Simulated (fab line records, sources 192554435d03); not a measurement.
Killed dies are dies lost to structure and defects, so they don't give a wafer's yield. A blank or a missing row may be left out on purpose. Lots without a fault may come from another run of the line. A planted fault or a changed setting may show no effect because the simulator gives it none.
One fault seen from 2 desks | flow n5_finfet | each desk has only its own numbers; what lay behind them comes last

THE TOOL OWNER'S DESK: rie_diel-06
The tool's own readings at N5_FIN_CUT_CUT_ETCH_26 (etches SiNx in CH3F/O2, target depth 39 nm, time 55.7 s): means of the sampled wafers that have a number, for each lot that ran on this tool. A lot is out of limits, marked OUT, if its mean lies more than 4 standard deviations from the usual mean; the brackets give that distance. Of its 8 readings 7 are shown: the one that was out of limits first, and those that lie furthest out on some lot.
Columns: A = O2_flow_sccm at N5_FIN_CUT_CUT_ETCH_26, usual 20.00 sccm; B = chamber_pressure_mTorr at N5_FIN_CUT_CUT_ETCH_26, usual 29.998 mTorr; C = drypump_motor_current_A at N5_FIN_CUT_CUT_ETCH_26, usual 5.5 A; D = oes_product_au at N5_FIN_CUT_CUT_ETCH_26, usual 0.78 a.u.; E = run_length_s at N5_FIN_CUT_CUT_ETCH_26, usual 78.9 s; F = showerhead_plenum_p_Torr at N5_FIN_CUT_CUT_ETCH_26, usual 2.00 Torr; G = throttle_valve_pct at N5_FIN_CUT_CUT_ETCH_26, usual 16.46 %
lot  | first seen here | A     | B      | C   | D    | E               | F    | G
L291 | day 2 22:05     | 19.97 | 29.993 | 5.6 | 0.74 | 78.9            | 1.94 | 16.62
L296 | day 4 02:55     | 20.01 | 29.998 | 5.9 | 0.74 | 78.6            | 1.92 | 16.61
L302 | day 5 14:21     | 20.00 | 30.010 | 5.2 | 0.73 | 79.2            | 1.97 | 16.67
L306 | day 6 16:01     | 19.97 | 29.977 | 5.9 | 0.84 | 80.7            | 2.03 | 16.37
L307 | day 6 21:35     | 19.95 | 29.985 | 5.5 | 0.90 | 80.3            | 2.04 | 16.04
L311 | day 7 21:37     | 20.03 | 29.996 | 5.2 | 0.82 | 82.4 (+7.3) OUT | 1.94 | 16.30
This desk's finding: out of limits on L311; first on L311, day 7 21:37 (run_length_s at N5_FIN_CUT_CUT_ETCH_26). In limits: L291, L296, L302, L306, L307.

THE METROLOGY DESK
What the gauges read, lot by lot, whatever tool the lot ran on: means of the sampled wafers that have a number. A lot is out of limits, marked OUT, if its mean lies more than 4 standard deviations from the usual mean; the brackets give that distance. Of its 10 readings 7 are shown: those that lie furthest out on some lot.
Columns: A = DIBL_N at N5_BEOL_M4_RC_MEAS_101, usual 36.6 mV/V; B = DIBL_P at N5_BEOL_M4_RC_MEAS_101, usual 36.3 mV/V; C = IOFF_N at N5_BEOL_M4_RC_MEAS_101, usual 0.17 nA/um; D = IOFF_P at N5_BEOL_M4_RC_MEAS_101, usual 0.22 nA/um; E = ION_N at N5_BEOL_M4_RC_MEAS_101, usual 676 uA/um; F = SS_P at N5_BEOL_M4_RC_MEAS_101, usual 73.4 mV/dec; G = VT_N at N5_BEOL_M4_RC_MEAS_101, usual 249 mV
lot  | first seen here | A    | B    | C    | D    | E   | F    | G
L291 | day 8 15:29     | 40.4 | 40.3 | 0.27 | 0.29 | 698 | 74.0 | 242
L295 | day 9 14:20     | 34.0 | 33.6 | 0.14 | 0.21 | 678 | 72.8 | 250
L296 | day 9 22:33     | 40.0 | 39.5 | 0.23 | 0.23 | 689 | 74.3 | 245
L299 | day 10 12:43    | 36.7 | 35.3 | 0.16 | 0.17 | 664 | 72.8 | 251
L302 | day 11 05:46    | 36.1 | 37.1 | 0.15 | 0.21 | 664 | 73.0 | 250
L303 | day 11 21:28    | 37.2 | 37.7 | 0.19 | 0.26 | 692 | 73.7 | 246
L306 | day 12 09:54    | 34.8 | 35.1 | 0.14 | 0.20 | 668 | 72.4 | 250
L307 | day 12 23:11    | 35.7 | 36.8 | 0.15 | 0.22 | 670 | 73.2 | 250
L310 | day 13 21:49    | 39.3 | 39.4 | 0.22 | 0.26 | 673 | 74.9 | 245
L311 | day 13 22:28    | 39.0 | 39.1 | 0.23 | 0.28 | 694 | 74.2 | 244
This desk's finding: nothing out of limits on any of the 10 lots.

PUT TOGETHER
The tool owner's desk could have raised an alarm at day 7 21:37, on L311.
The metrology desk saw nothing out of limits.
The metrology desk has L311 on record, within its limits.
Of the lots named, all ran N5_FIN_CUT_CUT_ETCH_26 on rie_diel-06.

WHAT THE SIMULATOR HAD PUT IN
Process parameter drift: rie_diel-06, from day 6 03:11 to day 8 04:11, at N5_FIN_CUT_CUT_ETCH_26. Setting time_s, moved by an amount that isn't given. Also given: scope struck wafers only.
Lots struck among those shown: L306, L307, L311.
Hours from the fault's start to each desk's first reading out of limits: the tool owner's desk, 42.
